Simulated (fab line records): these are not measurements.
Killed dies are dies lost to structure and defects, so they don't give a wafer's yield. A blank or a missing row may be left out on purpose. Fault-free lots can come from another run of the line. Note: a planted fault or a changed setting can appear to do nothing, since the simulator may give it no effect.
Matching of chambers	flow n5_finfet	N5_BEOL_M0_DEP_125 on pecvd-03: 3 sister chambers
The step deposits SiCN from 3MS/NH3, target thk 8 nm, time 14 s. 14 wafers are shown with their chamber, then 7 later ones without.

WAFERS PAIRED WITH THEIR CHAMBERS
wafer	chamber	throttle_valve_pct (%)	showerhead_plenum_p_Torr (Torr)	rf_fwd_power_W (W)
L076.2	2	9.5	3.664	199.3
L076.3	1	10.0	3.679	200.6
L076.6	0	8.7	3.658	199.0
L078.1	1	9.8	3.671	199.7
L078.5	1	9.9	3.681	200.6
L078.6	2	9.3	3.668	199.8
L085.2	2	9.3	3.671	198.8
L085.3	1	9.9	3.677	199.2
L085.6	0	9.2	3.663	199.6
L086.1	2	9.1	3.661	199.2
L086.3	0	9.1	3.663	199.1
L086.4	0	8.9	3.663	199.7
L087.1	2	9.3	3.670	199.5
L087.2	1	10.0	3.684	199.6

SIGNATURES, as means of the wafers listed above
reading	chamber 0	chamber 1	chamber 2	scatter within a chamber
throttle_valve_pct	8.975	9.920	9.300	0.152
showerhead_plenum_p_Torr	3.66175	3.67840	3.66680	0.0041
rf_fwd_power_W	199.350	199.940	199.320	0.478
Rule: a wafer's distance from a chamber is the root of the sum, over the readings, of the square of ((its reading less the chamber's mean) divided by the reading's scatter). If the next closest chamber is less than 2 further off than the closest, the wafer can't be placed; otherwise it belongs to the closest. The scatter: take each reading less its chamber's mean, square it, sum over the shown wafers, divide by the number of wafers less the number of chambers, and take the root.

WAFERS WITHOUT THEIR CHAMBER
wafer	throttle_valve_pct (%)	showerhead_plenum_p_Torr (Torr)	rf_fwd_power_W (W)
L087.3	9.1	3.666	199.1
L093.3	8.4	3.669	199.3
L093.5	9.9	3.688	199.3
L093.6	8.4	3.663	199.5
L095.1	10.1	3.681	199.5
L095.2	8.5	3.659	200.6
L095.4	8.4	3.666	200.2

WHICH CHAMBER EACH ONE RAN IN
wafer	from the rows above	in truth
L087.3	can't be placed: 2 or 0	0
L093.3	can't be placed: 0 or 2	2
L093.5	1	1
L093.6	0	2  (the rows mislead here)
L095.1	1	1
L095.2	0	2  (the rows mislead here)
L095.4	can't be placed: 0 or 2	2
2 of 7 placed correctly. These rows do not allow placing 3 (true chamber among the candidates in 3). Number placed wrongly: 2.
